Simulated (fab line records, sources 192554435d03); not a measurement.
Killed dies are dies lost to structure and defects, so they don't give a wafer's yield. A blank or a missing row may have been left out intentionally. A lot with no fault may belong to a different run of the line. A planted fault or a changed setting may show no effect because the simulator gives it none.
Chamber matching	flow n5Finfet	4 sister chambers for N5_BEOL_M6_STRIP_36 on rieDiel-04
The step strips in N2/H2. 18 wafers are shown with their chamber, then 9 later ones without.

== WAFERS WITH THEIR CHAMBER ==
wafer	chamber	drypumpMotorCurrentA (A)	showerheadPlenumPTorr (Torr)	throttleValvePct (%)
L074.1	1	5.3	2.60	23.67
L074.2	3	5.6	2.41	23.57
L074.3	2	4.8	2.47	23.27
L082.1	1	5.3	2.60	23.70
L082.4	3	5.7	2.41	23.53
L082.5	3	5.7	2.41	23.54
L083.1	3	5.7	2.41	23.52
L083.2	1	5.3	2.59	23.70
L083.5	3	5.7	2.41	23.55
L086.1	2	4.8	2.46	23.31
L086.2	0	5.9	2.41	23.89
L086.4	1	5.3	2.59	23.72
L092.2	3	5.7	2.40	23.59
L092.5	2	4.8	2.45	23.36
L092.6	0	5.9	2.40	23.96
L093.1	3	5.6	2.40	23.57
L093.2	0	5.9	2.40	23.92
L093.3	2	4.8	2.45	23.32

SIGNATURES, as means of the wafers listed above
reading	chamber 0	chamber 1	chamber 2	chamber 3	scatter within a chamber
drypumpMotorCurrentA	5.900	5.300	4.800	5.671	0.0319
showerheadPlenumPTorr	2.4033	2.5950	2.4575	2.4071	0.00646
throttleValvePct	23.9233	23.6975	23.3150	23.5529	0.0288
Rule: distance of a wafer from a chamber = root of the sum over the readings of ((wafer's reading minus chamber's mean) / reading's scatter) squared. The wafer belongs to the nearest chamber; if the next one is less than 2 further off, it can't be placed. The scatter: take each reading less its chamber's mean, square it, sum over the shown wafers, divide by the number of wafers less the number of chambers, and take the root.

== WAFERS WITHOUT THEIR CHAMBER ==
wafer	drypumpMotorCurrentA (A)	showerheadPlenumPTorr (Torr)	throttleValvePct (%)
L094.4	4.8	2.45	23.36
L094.5	5.9	2.40	23.91
L094.6	5.7	2.40	23.57
L095.2	5.6	2.40	23.58
L095.4	5.9	2.40	23.93
L095.5	4.8	2.45	23.34
L096.1	5.6	2.40	23.58
L096.2	5.9	2.40	23.91
L096.4	4.8	2.45	23.36

== CHAMBER TAKEN BY EACH ==
wafer	from the rows above	in truth
L094.4	2	2
L094.5	0	0
L094.6	3	3
L095.2	3	3
L095.4	0	0
L095.5	2	2
L096.1	3	3
L096.2	0	0
L096.4	2	2
Correctly placed: 9 of 9. From these rows, 0 cannot be placed. 0 placed wrongly.
